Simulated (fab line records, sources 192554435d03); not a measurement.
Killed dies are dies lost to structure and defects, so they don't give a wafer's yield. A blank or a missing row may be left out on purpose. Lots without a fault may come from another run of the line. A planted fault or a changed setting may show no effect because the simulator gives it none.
fab line records | flow n5_finfet
record lots=5 wafers=14 last_day=17
route steps=1938 shown DUMMY_GATE@236 BEOL_M4@1111
lots that met no fault: from a run of the same line without faults
start_h: hours from the record's first day to the start of the lot's first wafer shown | wait_h: hours since the lot's step before | " the same as in the row above | L1.1+2: a row that stands for several wafers | - no value, or no start given | * or withheld: withheld | < > ~ a bound
route shown NAME@n: a module of which the file shows steps, and the number in the route of the first | usual: mean/standard deviation of fault-free wafers | same: alike in all rows | chamber/n: place in a boat | sites: the reading at each site | _std_site: their standard deviation | _edge_site: outer sites' mean less inner sites' | radius_mm: how far each site lies from the wafer's centre | mask NAME#n: copy n | behind: the tool/chamber that last shaped the wafer | hold: why the lot was held/for how many hours/how that ended | device: the transistor (n, p or np) that didn't switch | end of line: the same wafers' tests at the end of the route | a step without rows: its recipe alone | killed: dies lost to structure and defects at the first sort, not the wafer's yield | map: a wafer's dies, x killed, . not, _ none there
set.NAME: the setting as run; set.NAME@STEP: as run at that earlier step | model.NAME: the simulator's own value behind a step, which no gauge read
lots at some steps of the route; a table a step, a row a wafer
services: from which hour (start_h, from the record's first day; less than 0 if before it) a tool's chamber was out of use, for how many hours, and why
## steps
# step N5_DUMMY_GATE_ETCH_36
# recipe chemistry=CF4 target=SiARC target_depth_a=130 pressure_mtorr=40 source_w=545 bias_w=36 Ar_flow_sccm=100 cf4_flow_sccm=100 ion_energy_ev=80
# usual drypump_motor_current_A=5.8/0.42 mfc_ar_sccm=100.0/0.33 oes_product_au=0.77/0.068 rf_vpp_V=184.0/1.2 showerhead_plenum_p_Torr=2.14/0.069 throttle_valve_pct=15.66/0.18
# columns lot.wafer tool chamber start_h wait_h drypump_motor_current_A mfc_ar_sccm oes_product_au rf_hours_counter_h rf_vpp_V showerhead_plenum_p_Torr throttle_valve_pct
L776.1 rie_diel-05 3 57.49 0.0 6.1 100.5 0.75 152 183.7 2.22 15.70
L776.3 " 1 " " 5.8 99.7 0.79 141 185.4 2.15 15.76
L776.5 " 1 " " 5.8 100.4 0.80 - 186.0 2.15 15.75
L777.1 rie_diel-04 2 65.44 0.0 6.1 100.0 0.73 185 182.9 2.14 15.85
L777.2 " 1 " " 5.2 99.8 0.89 54 185.0 2.18 15.69
L777.6 " 0 " " 5.1 99.9 0.78 - 182.8 2.06 15.75
L784.1 rie_diel-05 3 109.64 0.0 6.1 100.0 0.73 166 184.5 2.22 15.73
L784.6 " 1 " " 5.8 99.9 0.77 - 183.5 2.14 15.78
L792.2 rie_diel-04 3 154.58 0.0 5.9 99.6 0.94 14 186.4 2.27 15.20
L792.4 " 1 " " 5.2 100.2 0.83 86 184.4 2.16 15.76
L792.5 " 0 " " 5.1 100.4 0.75 - 183.1 2.05 15.81
L793.2 rie_diel-04 1 165.84 0.0 5.2 99.7 0.84 89 185.6 2.16 15.76
L793.4 " 2 " " 6.1 100.1 0.70 219 182.0 2.13 15.90
L793.6 " 0 " " 5.1 100.1 0.75 - 182.1 2.05 15.82
# step N5_DUMMY_GATE_ETCH_37
# recipe chemistry=N2/H2 target=SOC target_depth_a=600 overetch_a=300 temp_c=40 ion_energy_ev=200 pressure_mtorr=30 source_w=840 bias_w=150 n2_flow_sccm=200 h2_flow_sccm=200
# usual drypump_motor_current_A=5.8/0.42 oes_product_au=0.61/0.049 rf_vpp_V=523.6/2.5 showerhead_plenum_p_Torr=2.53/0.093 throttle_valve_pct=17.86/0.2
# columns lot.wafer tool chamber start_h wait_h drypump_motor_current_A oes_product_au rf_hours_counter_h rf_vpp_V showerhead_plenum_p_Torr throttle_valve_pct
L776.1 rie_diel-05 3 57.53 0.0 6.1 0.60 152 526.6 2.64 17.95
L776.3 " 1 " " 5.8 0.62 141 523.0 2.56 18.03
L776.5 " 1 " " 5.8 0.62 - 523.3 2.56 18.06
L777.1 rie_diel-04 2 65.48 0.0 6.1 0.58 185 523.8 2.52 17.91
L777.2 " 1 " " 5.2 0.67 54 525.0 2.57 17.91
L777.6 " 0 " " 5.1 0.61 - 521.8 2.45 17.98
L784.1 rie_diel-05 3 109.68 0.0 6.1 0.59 166 525.5 2.63 17.98
L784.6 " 1 " " 5.8 0.62 - 523.6 2.55 18.07
L792.2 rie_diel-04 3 154.62 0.0 5.9 0.74 14 527.6 2.69 17.35
L792.4 " 1 " " 5.2 0.65 86 524.3 2.56 17.97
L792.5 " 0 " " 5.2 0.59 - 522.0 2.43 18.04
L793.2 rie_diel-04 1 165.88 0.0 5.2 0.64 89 525.2 2.56 17.97
L793.4 " 2 " " 6.1 0.56 219 522.8 2.51 17.99
L793.6 " 0 " " 5.1 0.59 - 520.6 2.43 18.04
# step N5_DUMMY_GATE_STRIP_38
# recipe chemistry=N2/H2 temp_c=40 n2_flow_sccm=200 h2_flow_sccm=200 rf_frequency_hz=6e+07
# step N5_DUMMY_GATE_STRIP_39
# recipe chemistry=N2/H2 temp_c=40 n2_flow_sccm=200 h2_flow_sccm=200 rf_frequency_hz=6e+07
# step N5_DUMMY_GATE_TRIM_49
# recipe chemistry=O2 resist=SOC time_s=29 target_cd_nm=14 source_power_w=300 bias_power_w=0 O2_flow_sccm=100 temp_c=20
# step N5_DUMMY_GATE_STRIP_40
# recipe chemistry=CF4 resist=SiARC power_w=300 bias_power_w=75 pressure_mtorr=50 cf4_flow_sccm=150 rf_frequency_hz=6e+07
# usual drypump_motor_current_A=5.8/0.41 oes_product_au=0.76/0.058 rf_vpp_V=271.2/1.5 showerhead_plenum_p_Torr=1.79/0.057 throttle_valve_pct=13.62/0.19
# columns lot.wafer tool chamber start_h wait_h drypump_motor_current_A oes_product_au rf_hours_counter_h rf_vpp_V showerhead_plenum_p_Torr throttle_valve_pct
L776.1 rie_diel-03 0 57.72 0.1 5.9 0.84 58 273.6 1.88 13.48
L776.3 " 3 " " 5.6 0.69 234 273.7 1.84 13.76
L776.5 " 0 " " 5.9 0.85 - 273.7 1.88 13.47
L777.1 rie_diel-05 1 65.66 0.1 5.8 0.78 143 269.8 1.81 13.76
L777.2 " 2 " " 6.3 0.77 131 272.0 1.80 13.41
L777.6 " 1 " " 5.9 0.77 - 271.1 1.81 13.75
L784.1 rie_diel-05 0 109.94 0.1 6.3 0.71 191 271.6 1.74 13.75
L784.6 " 3 " " 6.1 0.72 - 273.4 1.85 13.71
L792.2 rie_diel-05 1 154.80 0.1 5.8 0.75 172 271.5 1.80 13.83
L792.4 " 0 " " 6.4 0.70 205 270.4 1.73 13.78
L792.5 " 1 " " 5.8 0.76 - 270.2 1.80 13.83
L793.2 rie_diel-05 1 166.08 0.1 5.8 0.75 173 269.1 1.80 13.82
L793.4 " 3 " " 6.1 0.72 181 275.4 1.85 13.75
L793.6 " 2 " " 6.3 0.74 - 270.3 1.79 13.48
# step N5_DUMMY_GATE_CD_MEAS_50
# recipe target_cd_nm=14
# usual cd_nm=13.9/0.38
# columns lot.wafer tool chamber start_h wait_h cd_nm
L776.1 cd_sem-03 - 57.77 0.0 14.3
L776.3 " - " " 13.7
L776.5 " - " " 13.9
L777.1 cd_sem-01 - 65.71 0.0 14.1
L777.2 " - " " 13.7
L777.6 " - " " 13.5
L784.1 cd_sem-03 - 109.99 0.0 14.0
L784.6 " - " " 14.0
L792.2 cd_sem-02 - 154.86 0.0 13.7
L792.4 " - " " 13.6
L792.5 " - " " 13.3
L793.2 cd_sem-03 - 166.13 0.0 13.2
L793.4 " - " " 13.8
L793.6 " - " " 13.4
# step N5_DUMMY_GATE_ETCH_31
# recipe chemistry=C4F6/O2 target=SiO2 mask_material=SOC target_depth_a=825 time_s=27.5 ion_energy_ev=250 pressure_mtorr=30 source_w=345 bias_w=185 Ar_flow_sccm=300 C4F6_flow_sccm=10 O2_flow_sccm=10
# step N5_DUMMY_GATE_STRIP_41
# recipe chemistry=O2 power_w=400 temp_c=40 pressure_mtorr=30 rf_frequency_hz=6e+07 bias_power_w=0 overash_fraction=0.3 o2_flow_sccm=225
# step N5_DUMMY_GATE_HM_OPEN_21
# recipe chemistry=CH3F/O2 target=SiNx target_depth_a=1200 Ar_flow_sccm=150 CH3F_flow_sccm=30 O2_flow_sccm=23 time_s=171.4 pressure_mtorr=30 source_w=395 bias_w=73 ion_energy_ev=120.7
# step N5_DUMMY_GATE_ETCH_32
# recipe chemistry=CF4 target=SiO2 target_depth_a=35 time_s=3.9 ion_energy_ev=350 pressure_mtorr=10 icp_w=800 bias_w=400 cf4_flow_sccm=80
# usual drypump_motor_current_A=5.9/0.52 oes_product_au=1.005/0.02 throttle_valve_pct=21.78/0.17
# columns lot.wafer tool chamber start_h wait_h drypump_motor_current_A oes_product_au rf_hours_counter_h throttle_valve_pct
L776.1 rie_si-03 3 58.06 0.1 5.1 0.981 45 21.83
L776.3 " 2 " " 6.4 1.001 10 21.80
L776.5 " 3 " " 5.1 0.987 - 21.85
L777.1 rie_si-03 2 66.01 0.1 6.4 1.002 11 21.79
L777.2 " 3 " " 5.1 0.978 46 21.83
L777.6 " 0 " " 6.8 1.016 - 22.08
L784.1 rie_si-03 1 110.41 0.1 6.4 1.035 1 21.78
L784.6 " 2 " " 6.4 1.001 - 21.80
L792.2 rie_si-02 2 155.15 0.1 5.4 0.959 58 21.39
L792.4 " 0 " " 5.9 1.003 94 21.59
L792.5 " 2 " " 5.3 0.961 - 21.38
L793.2 rie_si-02 0 166.66 0.1 5.9 0.991 94 21.60
L793.4 " 1 " " 5.3 1.010 0 21.76
L793.6 " 2 " " 5.4 0.956 - 21.38
# step N5_DUMMY_GATE_ETCH_23
# recipe chemistry=HBr/Cl2/O2 HBr_flow_sccm=150 Cl2_flow_sccm=80 O2_flow_sccm=12 bias_w=102 target_depth_a=410 time_s=22.3 target=poly-Si mask_material=SiO2 pressure_mtorr=10 icp_w=800
# usual drypump_motor_current_A=5.9/0.52 mfc_cl2_sccm=79.99/0.25 oes_product_au=1.004/0.019 throttle_valve_pct=37.22/0.25
# columns lot.wafer tool chamber start_h wait_h drypump_motor_current_A mfc_cl2_sccm oes_product_au rf_hours_counter_h throttle_valve_pct
L776.1 rie_si-03 3 58.09 0.0 5.1 79.89 0.984 45 37.20
L776.3 " 2 " " 6.4 79.85 1.004 10 37.16
L776.5 " 3 " " 5.1 79.82 0.983 - 37.23
L777.1 rie_si-03 2 66.04 0.0 6.4 79.87 0.991 11 37.13
L777.2 " 3 " " 5.1 79.93 0.995 46 37.20
L777.6 " 0 " " 6.8 79.97 1.027 - 37.68
L784.1 rie_si-03 1 110.44 0.0 6.4 80.33 1.019 1 36.89
L784.6 " 2 " " 6.4 80.05 0.996 - 37.12
L792.2 rie_si-02 2 155.18 0.0 5.4 80.31 0.950 58 36.75
L792.4 " 0 " " 5.9 80.16 0.986 94 37.16
L792.5 " 2 " " 5.4 79.95 0.961 - 36.74
L793.2 rie_si-02 0 166.69 0.0 5.9 80.13 0.993 94 37.18
L793.4 " 1 " " 5.3 80.35 1.013 0 37.11
L793.6 " 2 " " 5.4 80.20 0.957 - 36.73
# step N5_DUMMY_GATE_ETCH_44
# recipe chemistry=HBr/O2 over_etch_frac=0.7 target_depth_a=1275 stop_on=SiO2 ion_energy_ev=60 bias_w=20 target=poly-Si mask_material=SiO2 pressure_mtorr=20 icp_w=400 HBr_flow_sccm=120 O2_flow_sccm=10
# usual drypump_motor_current_A=5.9/0.52 oes_product_au=0.734/0.013 throttle_valve_pct=18.50/0.16
# columns lot.wafer tool chamber start_h wait_h drypump_motor_current_A oes_product_au rf_hours_counter_h throttle_valve_pct model.SiO2_of_DUMMY_GATE_ALD_02.thk_nm model.DUMMY_GATE.feature_depth_nm
L776.1 rie_si-03 3 58.15 0.0 5.1 0.727 45 18.57 2 73
L776.3 " 2 " " 6.4 0.720 10 18.44 2 72.8
L776.5 " 3 " " 5.1 0.715 - 18.57 2 71.4
L777.1 rie_si-03 2 66.10 0.0 6.4 0.735 11 18.45 2 74
L777.2 " 3 " " 5.1 0.740 46 18.57 2 74.6
L777.6 " 0 " " 6.8 0.750 - 18.82 2 73.4
L784.1 rie_si-03 1 110.50 0.0 6.4 0.750 1 18.29 2 71.8
L784.6 " 2 " " 6.3 0.718 - 18.43 0 73.4
L792.2 rie_si-02 2 155.24 0.0 5.4 0.712 58 18.24 2 71.2
L792.4 " 0 " " 5.9 0.738 94 18.33 2 73.2
L792.5 " 2 " " 5.4 0.717 - 18.23 2 72.8
L793.2 rie_si-02 0 166.75 0.0 5.9 0.738 94 18.34 2 73
L793.4 " 1 " " 5.3 0.748 0 18.43 2 73.2
L793.6 " 2 " " 5.4 0.719 - 18.22 2 72.4
# step N5_DUMMY_GATE_CD_MEAS_24
# recipe target_cd_nm=15
# usual cd_nm=15.0/0.37
# columns lot.wafer tool chamber start_h wait_h cd_nm
L776.1 cd_sem-02 - 58.26 0.1 15.1
L776.3 " - " " 15.2
L776.5 " - " " 15.1
L777.1 cd_sem-01 - 66.21 0.1 15.2
L777.2 " - " " 14.9
L777.6 " - " " 14.7
L784.1 cd_sem-02 - 110.61 0.1 15.2
L784.6 " - " " 15.1
L792.2 cd_sem-03 - 155.35 0.1 15.0
L792.4 " - " " 14.7
L792.5 " - " " 14.6
L793.2 cd_sem-01 - 166.86 0.1 14.3
L793.4 " - " " 15.2
L793.6 " - " " 14.8
# step N5_BEOL_M4_RC_MEAS_101
# usual DIBL_N=36.1/1.6 DIBL_P=36.6/1.9 IOFF_N=0.160/0.026 IOFF_P=0.210/0.028 ION_N=677/10 ION_P=464/6.9 SS_N=71.4/0.56 SS_P=73.3/0.61 VT_N=249.1/2.6 VT_P=-250/3.3
# columns lot.wafer tool chamber start_h wait_h DIBL_N[mV/V] DIBL_P[mV/V] IOFF_N[nA/um] IOFF_P[nA/um] ION_N[uA/um] ION_P[uA/um] SS_N[mV/dec] SS_P[mV/dec] VT_N[mV] VT_P[mV]
L776.1 prober-01 0 181.72 0.0 36.8 37.2 0.162 0.232 684 467 71.8 73.3 247.0 -248
L776.3 " 0 " " 35.4 37.1 0.147 0.228 685 476 71.8 72.8 247.4 -245
L776.5 " 0 " " 36.1 37.2 0.157 0.218 682 467 71.4 72.8 249.6 -249
L777.1 prober-02 0 200.46 0.0 34.5 35.0 0.163 0.213 683 477 70.9 72.9 247.9 -247
L777.2 " 0 " " 37.0 38.2 0.209 0.258 683 471 71.7 73.3 245.0 -247
L777.6 " 0 " " 36.5 37.5 0.191 0.249 678 474 71.8 72.5 245.4 -247
L784.1 prober-02 0 238.57 0.0 36.0 37.7 0.172 0.222 683 468 71.1 73.0 248.9 -249
L784.6 " 0 " " 36.0 38.3 0.175 0.234 679 461 70.3 73.3 248.1 -248
L793.2 prober-02 0 283.93 0.2 38.2 39.9 0.210 0.270 684 474 72.1 74.5 245.3 -243
L793.4 " 0 " " 34.2 35.7 0.137 0.202 670 464 70.9 72.7 249.0 -248
L793.6 " 0 " " 36.4 37.1 0.166 0.223 676 464 71.6 73.0 248.3 -245
L792.2 prober-01 0 288.66 0.2 35.0 36.7 0.151 0.195 690 468 71.5 73.7 248.2 -254
L792.4 " 0 " " 35.9 37.1 0.163 0.188 676 456 71.8 73.9 249.2 -255
L792.5 " 0 " " 36.9 38.3 0.182 0.204 689 461 72.1 74.9 249.3 -256
## services
# columns tool chamber start_h hours kind
rie_si-03 1 49.83 - clean
rie_si-03 1 49.83 18.7 scheduled_down
rie_si-03 1 49.83 18.7 vent_cycle
rie_si-02 - 61.00 14.6 pm
rie_diel-04 3 72.64 7.9 repair
rie_diel-03 - 96.86 14.6 pm
rie_diel-04 3 99.76 - clean
rie_diel-04 3 99.76 - consumable_replace:focus_ring
rie_diel-04 3 99.76 - consumable_replace:showerhead
rie_diel-04 3 99.76 17.5 scheduled_down
rie_diel-04 3 99.76 17.5 vent_cycle
rie_si-02 1 111.45 8.4 repair
rie_si-02 - 124.75 2.8 pm
rie_diel-03 3 129.20 - clean
rie_diel-03 3 129.20 - consumable_replace:focus_ring
rie_diel-03 3 129.20 19.4 scheduled_down
rie_diel-03 3 129.20 19.4 vent_cycle
rie_diel-03 1 132.78 6.3 repair
rie_si-02 1 136.95 - clean
rie_si-02 1 136.95 12.7 scheduled_down
rie_si-02 1 136.95 12.7 vent_cycle
rie_diel-04 2 157.27 4.0 repair
rie_diel-03 - 163.67 4.3 pm
## key
first_sign none at tools or gauges
model_effect step=N5_DUMMY_GATE_ETCH_44 value=SiO2_of_DUMMY_GATE_ALD_02.thk_nm without=2 struck=0
met_at N5_DUMMY_GATE_ETCH_44
struck_wafers L784.6
onset_between 66.10 110.50
fault kind=process_parameter_drift tool=rie_si-03 chamber=- onset_h=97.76 steps=N5_DUMMY_GATE_ETCH_44 channel=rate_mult offset=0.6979 shape=step end_h=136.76 scope=struck_wafers_only
